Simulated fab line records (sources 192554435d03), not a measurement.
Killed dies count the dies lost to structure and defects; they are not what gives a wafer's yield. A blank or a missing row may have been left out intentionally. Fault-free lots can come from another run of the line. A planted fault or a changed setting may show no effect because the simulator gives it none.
Matching of chambers | flow n5_finfet | 4 sister chambers for N5_BEOL_M2_DESCUM_33 on rie_diel-06
The step chemistry O2, time 7 s. 16 wafers are shown with their chamber, then 8 later ones without.

## EACH WAFER AND ITS CHAMBER
wafer  | chamber | drypump_motor_current_A (A) | showerhead_plenum_p_Torr (Torr) | throttle_valve_pct (%)
L077.1 | 2       | 5.1                         | 2.01                            | 20.63
L077.3 | 3       | 6.7                         | 2.21                            | 20.31
L077.4 | 0       | 6.4                         | 2.21                            | 19.86
L080.1 | 3       | 6.8                         | 2.21                            | 20.33
L080.2 | 1       | 5.7                         | 2.14                            | 20.51
L080.4 | 3       | 6.8                         | 2.21                            | 20.34
L083.3 | 1       | 5.7                         | 2.14                            | 20.51
L083.5 | 1       | 5.7                         | 2.14                            | 20.51
L083.6 | 0       | 6.4                         | 2.20                            | 19.91
L084.3 | 0       | 6.4                         | 2.20                            | 19.90
L084.4 | 3       | 6.8                         | 2.21                            | 20.36
L084.5 | 0       | 6.4                         | 2.20                            | 19.90
L086.2 | 0       | 6.4                         | 2.20                            | 19.92
L086.3 | 3       | 6.8                         | 2.20                            | 20.35
L086.5 | 1       | 5.7                         | 2.14                            | 20.51
L091.1 | 0       | 6.4                         | 2.20                            | 19.92

SIGNATURES (averages over the wafers above)
reading                  | chamber 0 | chamber 1 | chamber 2 | chamber 3 | scatter within a chamber
drypump_motor_current_A  | 6.400     | 5.700     | 5.100     | 6.780     | 0.0258
showerhead_plenum_p_Torr | 2.2017    | 2.1400    | 2.0100    | 2.2080    | 0.00369
throttle_valve_pct       | 19.9017   | 20.5100   | 20.6300   | 20.3380   | 0.0182
Rule: a wafer lies at a distance from a chamber equal to the root of the sum of squares, over the readings, of (its reading less the chamber's mean, divided by the reading's scatter). The wafer belongs to the nearest chamber; if the next one is less than 2 further off, it can't be placed. The scatter is the square root of a quotient: the sum, over the shown wafers, of each reading's squared deviation from its chamber's mean, divided by wafers minus chambers.

## WAFERS WITHOUT THEIR CHAMBER
wafer  | drypump_motor_current_A (A) | showerhead_plenum_p_Torr (Torr) | throttle_valve_pct (%)
L091.2 | 5.1                         | 2.00                            | 20.65
L091.5 | 5.7                         | 2.14                            | 20.52
L092.1 | 6.8                         | 2.20                            | 20.38
L092.2 | 5.1                         | 2.00                            | 20.65
L092.3 | 6.4                         | 2.20                            | 19.92
L096.2 | 6.4                         | 2.19                            | 19.93
L096.3 | 5.1                         | 2.00                            | 20.67
L096.4 | 5.7                         | 2.13                            | 20.53

## CHAMBER TAKEN BY EACH
wafer  | from the rows above | in truth
L091.2 | 2                   | 2
L091.5 | 1                   | 1
L092.1 | 3                   | 3
L092.2 | 2                   | 2
L092.3 | 0                   | 0
L096.2 | 0                   | 0
L096.3 | 2                   | 2
L096.4 | 1                   | 1
Placed correctly: 8 of 8. Not placeable from these rows: 0. 0 placed wrongly.
